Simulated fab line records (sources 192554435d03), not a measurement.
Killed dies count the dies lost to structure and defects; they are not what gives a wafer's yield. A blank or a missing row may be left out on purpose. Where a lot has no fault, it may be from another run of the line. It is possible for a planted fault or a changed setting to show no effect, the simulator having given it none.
A lot that was struck, set against a sound lot	flow n5Finfet	26 steps out of a route of 1938
Sound: wafers L979.2, L979.3, L979.6. Wafers struck: L994.3, L994.5. The cause comes at the end.
Per side, at each step with rows, come the tool, then ch with its chambers, and then its first start. Under that, the readings that differ: sound wafers	struck wafers	difference of the means	sigmas: that difference in standard deviations of wafers without a fault.
alike: readings whose means differ by less than 2 such deviations, and words and numbers that are the same on both sides. not compared: withheld readings, readings that some wafer has no value for, bounds like >300 that may hide the same value, and numbers for which the record gives no deviation and whose values overlap.
Wherever a step has rows on one side only, a row that says differs or no value, or a row with sigmas, the two part there. Non-overlapping numbers with no deviation appear without sigmas and do not part them. A reading that every wafer of one side lacks parts them only if that side has two wafers or more.

first, 3 steps without rows for these wafers: N5_STI_FIN_REVEAL_ALD_14 (deposits Si3N4, target thk 3 nm); N5_STI_FIN_REVEAL_FCVD_FILL_01 (material SiO2 flowable, target thk 312 nm, time 512.2 s); N5_STI_FIN_REVEAL_DENSIFY_02 (time 1800 s).
N5_STI_FIN_REVEAL_CMP_04: polishes, stops on Si3N4, t overpolish 4 s, target thk 131.83 nm.
  sound on cmp-03 ch 0,1, day 3 16:34; struck on cmp-01 ch 2,3, day 7 08:29
reading	sound	struck	difference	sigmas
slurryFlowMlMin	151.0 151.5 151.0	150.0 150.0	-1.2	-2
  alike: motorCurrentA, overpolishRunS, timeToEndpointS
N5_STI_FIN_REVEAL_THK_MEAS_05:
  sound: filmMetro-01 at day 3 16:52; struck: filmMetro-01 at day 7 08:41
  alike: thkNm
N5_STI_FIN_REVEAL_DENSIFY_30:
  sound on rtpAnneal-02 ch 0, day 3 16:55; struck on rtpAnneal-02 ch 0, day 7 08:46
  alike: lampPowerPct, lamp_zone_4_pct, lamp_zone_6_pct
  not compared: wafer_temp_C_max
N5_STI_FIN_REVEAL_ETCHBACK_08: etches SiO2 in C4F6/O2, target depth 30.5 nm, time 10.167 s.
  sound on rieDiel-06 ch 0,1,2, day 3 17:06; struck on rieDiel-03 ch 1,2, day 7 08:55
  alike: C4F6_flow_sccm, biasW, drypumpMotorCurrentA, oes_o_777_au, oesProductAu, rfVppV, showerheadPlenumPTorr, throttleValvePct
  not compared: rfHoursCounterH
N5_STI_FIN_REVEAL_STRIP_24: strips in N2/H2, time 90 s.
  sound on rieDiel-06 ch 0,1,2, day 3 17:08; struck on rieDiel-03 ch 1,2, day 7 08:57
  alike: drypumpMotorCurrentA, oesProductAu, rfVppV, showerheadPlenumPTorr, throttleValvePct
  not compared: rfHoursCounterH
then, 4 steps without rows for these wafers: N5_STI_FIN_REVEAL_PRECLEAN_25 (cleans in SPM, time 90 s); N5_STI_FIN_REVEAL_PRECLEAN_26 (cleans in SC1, time 45 s); N5_STI_FIN_REVEAL_PRECLEAN_29 (cleans in DHF, time 30 s); N5_STI_FIN_REVEAL_SRD_12 (time 30 s).
N5_STI_FIN_REVEAL_RECESS_09: chemistry HF/NH3, target SiO2, afs cycles 11, target depth 42.5 nm, sublimation time 60 s.
  sound on vaporEtch-01 ch 0, day 3 17:21; struck on vaporEtch-01 ch 0, day 7 09:41
  alike: drypumpMotorCurrentA, sublimationTempC
then, 3 steps without rows for these wafers: N5_STI_FIN_REVEAL_STRIP_16 (strips SiNx in H3PO4, target depth 23.8 nm); N5_STI_FIN_REVEAL_PRECLEAN_17 (cleans in NF3:NH3, afs cycles 1, time 20 s, sublimation time 60 s); N5_STI_FIN_REVEAL_ETCH_34 (etches Si in H2, material Si, target depth 0.97 nm).
N5_STI_FIN_REVEAL_OXIDATION_31: chemistry O2 PLASMA REMOTE, time 20 s.
  sound on plasmaAsher-02 ch 0,1, day 3 19:34; struck on plasmaAsher-02 ch 0,1, day 7 11:20
  alike: drypumpMotorCurrentA, heaterPowerW
  not compared: rfHoursCounterH
then, 6 steps without rows for these wafers: N5_STI_FIN_REVEAL_PRECLEAN_32 (cleans in NF3:NH3, afs cycles 1, time 20 s, sublimation time 60 s); N5_STI_FIN_REVEAL_STRIP_35 (strips Si3N4 in H3PO4, target depth 4 nm, time 39 s); N5_STI_FIN_REVEAL_SRD_21 (time 30 s); N5_STI_FIN_REVEAL_OXIDATION_33 (chemistry O2 PLASMA REMOTE, time 20 s); N5_STI_FIN_REVEAL_CLEAN_19 (cleans in O3/DIW, time 120 s); N5_STI_FIN_REVEAL_SRD_23 (time 30 s).
N5_STI_FIN_REVEAL_CD_MEAS_22: target cd 6.238 nm, pitch 28 nm.
  sound: cdSem-03 at day 3 20:08; struck: cdSem-01 at day 7 11:50
  alike: cdNm
N5_STI_FIN_REVEAL_FIN_H_MEAS_10:
  sound: ocd-02 at day 3 20:10; struck: ocd-02 at day 7 11:52
reading	sound	struck	difference	sigmas
trenchDepthNm (nm)	52.1 52.2 52.0	48.0 46.3	-5.0	-9
then, 1 step without rows for these wafers: N5_STI_FIN_REVEAL_PRECLEAN_18 (cleans in SC2, time 45 s).

WHERE THEY PART
Last at N5_STI_FIN_REVEAL_FIN_H_MEAS_10 as far as this record goes, first at N5_STI_FIN_REVEAL_CMP_04.

WHY: what the simulator had put in
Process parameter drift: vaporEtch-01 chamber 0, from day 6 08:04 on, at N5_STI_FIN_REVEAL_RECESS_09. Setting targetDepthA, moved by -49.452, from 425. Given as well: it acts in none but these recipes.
